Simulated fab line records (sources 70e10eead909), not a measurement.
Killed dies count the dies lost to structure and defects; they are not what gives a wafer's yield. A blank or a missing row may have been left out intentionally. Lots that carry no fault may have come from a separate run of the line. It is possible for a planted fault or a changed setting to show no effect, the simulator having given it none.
What tool caused it? :: flow nand-harc :: 12 lots with 36 wafers sampled at 2 steps, on a route of 1159 steps

== WHAT THE GAUGES SHOWED, per wafer ==
NHARC_P_M1_OVL_MEAS_10: pitch 260 nm.
lot: L075
measured: day 6 10:53
on: overlay-01
overlay-x-nm (nm): -0.2 -0.3 -0.1

lot: L076
measured: day 6 14:46
on: overlay-01
overlay-x-nm (nm): 0.0 0.2 -0.1

lot: L078
measured: day 7 01:02
on: overlay-02
overlay-x-nm (nm): 0.6 0.8 0.7

lot: L081
measured: day 7 16:05
on: overlay-01
overlay-x-nm (nm): 1.3 1.1 1.2

lot: L084
measured: day 8 17:15
on: overlay-01
overlay-x-nm (nm): -0.6 -1.2 -1.0

lot: L085
measured: day 9 08:44
on: overlay-02
overlay-x-nm (nm): 0.2 0.6 0.7

lot: L086
measured: day 9 15:22
on: overlay-02
overlay-x-nm (nm): 2.1 1.8 1.4

lot: L089
measured: day 10 06:04
on: overlay-01
overlay-x-nm (nm): -0.1 -0.2 -0.2

lot: L091
measured: day 10 09:50
on: overlay-02
overlay-x-nm (nm): 0.2 -0.5 -0.2

lot: L093
measured: day 10 21:25
on: overlay-01
overlay-x-nm (nm): 0.4 1.1 1.0

lot: L094
measured: day 10 22:32
on: overlay-01
overlay-x-nm (nm): -0.8 -0.8 -0.4

lot: L097
measured: day 11 12:52
on: overlay-02
overlay-x-nm (nm): 2.1 2.0 1.7

== EACH LOT AND THE TOOL THAT RAN IT (in order: tool; ch and the chambers of the sampled wafers; start) ==
lot: L075
NHARC_P_M0_PRE_CLEAN_29: pvd-sputter-01, day 6 10:53 or earlier

lot: L076
NHARC_P_M0_PRE_CLEAN_29: pvd-sputter-02, day 6 14:46 or earlier

lot: L078
NHARC_P_M0_PRE_CLEAN_29: pvd-sputter-03, day 7 01:02 or earlier

lot: L081
NHARC_P_M0_PRE_CLEAN_29: pvd-sputter-01, day 7 16:05 or earlier

lot: L084
NHARC_P_M0_PRE_CLEAN_29: pvd-sputter-01, day 8 17:15 or earlier

lot: L085
NHARC_P_M0_PRE_CLEAN_29: pvd-sputter-03, day 9 08:44 or earlier

lot: L086
NHARC_P_M0_PRE_CLEAN_29: pvd-sputter-03, day 9 15:22 or earlier

lot: L089
NHARC_P_M0_PRE_CLEAN_29: pvd-sputter-01, day 10 06:04 or earlier

lot: L091
NHARC_P_M0_PRE_CLEAN_29: pvd-sputter-01, day 10 09:50 or earlier

lot: L093
NHARC_P_M0_PRE_CLEAN_29: pvd-sputter-01, day 10 21:25 or earlier

lot: L094
NHARC_P_M0_PRE_CLEAN_29: pvd-sputter-01, day 10 22:32 or earlier

lot: L097
NHARC_P_M0_PRE_CLEAN_29: pvd-sputter-03, day 11 12:52 or earlier
- NHARC_P_M0_PRE_CLEAN_29: time 30 s.

== THE ANSWER, worked out from the rows above alone ==
Rule: what is usual is taken from the lots themselves. The widest of any qualifying gaps counts: lots, ordered by their means at a reading, are off when they make up no more than a third of the lots, leave a main group of 4 or more, and stand apart from it by 3 or more times the standard deviation of that group's means. Not used: any main group whose means are identical at the precision the tables above print for the reading. A lot without any number at a reading at which 4 lots or more have one is off too. All remaining lots with rows at the step are treated as sound.
No lot is off at any reading shown: from this, nothing can be told.

== WHAT THE SIMULATOR HAD PUT IN ==
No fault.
